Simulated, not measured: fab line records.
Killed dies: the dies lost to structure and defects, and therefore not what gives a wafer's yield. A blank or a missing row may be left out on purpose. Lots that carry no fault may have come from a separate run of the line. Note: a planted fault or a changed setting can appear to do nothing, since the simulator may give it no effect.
Code-filled problem report in 8D (eight disciplines) form + flow nand_harc + the parts of the form that need people (team, actions taken, sign-off) are left out

== 1. WHAT IS WRONG ==
Wafers without a fault read 3.6, standard deviation 2.5; killed_at_periphery at NHARC_END_SORT_01 reads a mean of 60.8 on 6 wafers belonging to 2 lots. Measured from the usual mean, that is +23 standard deviations.
Earliest sighting: wafer L578.2 on prober-02 at day 22 21:02. The record holds 6 wafers of 2 lots with a number at this step. By rule, "out" or "out of limits" means more than 4 standard deviations away from the usual mean. All remaining wafers that have a number are taken as sound.

== 2. WHAT THIS IS AND IS NOT ==
| question                    | is                     | is not                                                      |
|-----------------------------|------------------------|-------------------------------------------------------------|
| which readings at this step | killed_at_periphery    | killed_at_array, killed_at_other, killed_open, killed_short |
| which lots                  | L578, L580             | -                                                           |
| which wafers of those lots  | all that have a number | -                                                           |
| read on which gauges        | prober-01, prober-02   | -                                                           |
| when                        | from day 22 21:02      | up to then (0 sound wafers)                                 |

== 3. THE SUSPECTS, EACH WITH WHAT RULES IT OUT ==
Counting: any tool at a process step up to the reading is kept as a suspect provided that every lot that is out went through it and no sound lot did after the first of them.
- the gauge at NHARC_END_SORT_01 is ruled out. The wafers that are out were read on 2 gauges (prober-01, prober-02).
- rie_diel-13 at NHARC_P_CONTACT_STRIP_37 (strips in C4F8/O2/Ar): kept. It ran every lot that is out, first L578 (day 9 04:47), and no sound lot after that.
- rie_diel-13 at NHARC_THIN_TSV_ETCHBACK_48 (etches the open film in C4F8/Ar, target depth 1028.5 nm, time 405.17 s): kept. It ran every lot that is out, first L578 (day 22 04:54), and no sound lot after that.
- rtp_anneal-02 at NHARC_THIN_TSV_ANNEAL_52 (time 90 s): kept. It ran every lot that is out, first L578 (day 22 06:40), and no sound lot after that.
Still standing after the count: rie_diel-13 at NHARC_P_CONTACT_STRIP_37, rie_diel-13 at NHARC_THIN_TSV_ETCHBACK_48, rtp_anneal-02 at NHARC_THIN_TSV_ANNEAL_52.

== 4. THE CAUSE (what the simulator had put in) ==
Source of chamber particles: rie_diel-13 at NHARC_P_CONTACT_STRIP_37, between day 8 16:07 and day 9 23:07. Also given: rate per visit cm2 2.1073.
Counting left 3 suspects, and this tool is among them.

== 5. THE EFFECT CHAIN, in route order ==
Each row: a reading where the mean over the struck wafers with a number is more than 3 standard deviations away from the usual. Only readings for which the record gives a usual standard deviation are gone through. hours: the time from each lot's start at the first step in this table that gives one to its start at this step, as a median over the lots. sigmas: the change in usual standard deviations.
| hours | step              | reading             | usual | on struck wafers | change | sigmas |
|-------|-------------------|---------------------|-------|------------------|--------|--------|
| 0     | NHARC_END_SORT_01 | killed_at_periphery | 3.6   | 60.8             | +57.2  | +23    |
| 0     | NHARC_END_SORT_01 | killed_dies         | 32    | 86               | +54    | +4.9   |

== 6. HOW IT WOULD HAVE BEEN CAUGHT EARLIER ==
341 hours passed between the start of the fault at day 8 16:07 and the first reading out of limits at a measuring or inspecting step in this record, taken at day 22 21:02.
Each of the lots that are out, 2 in all, had begun NHARC_P_CONTACT_STRIP_37 on rie_diel-13 no later than day 22 21:02. Holding the tool at that point would not have protected any of them.
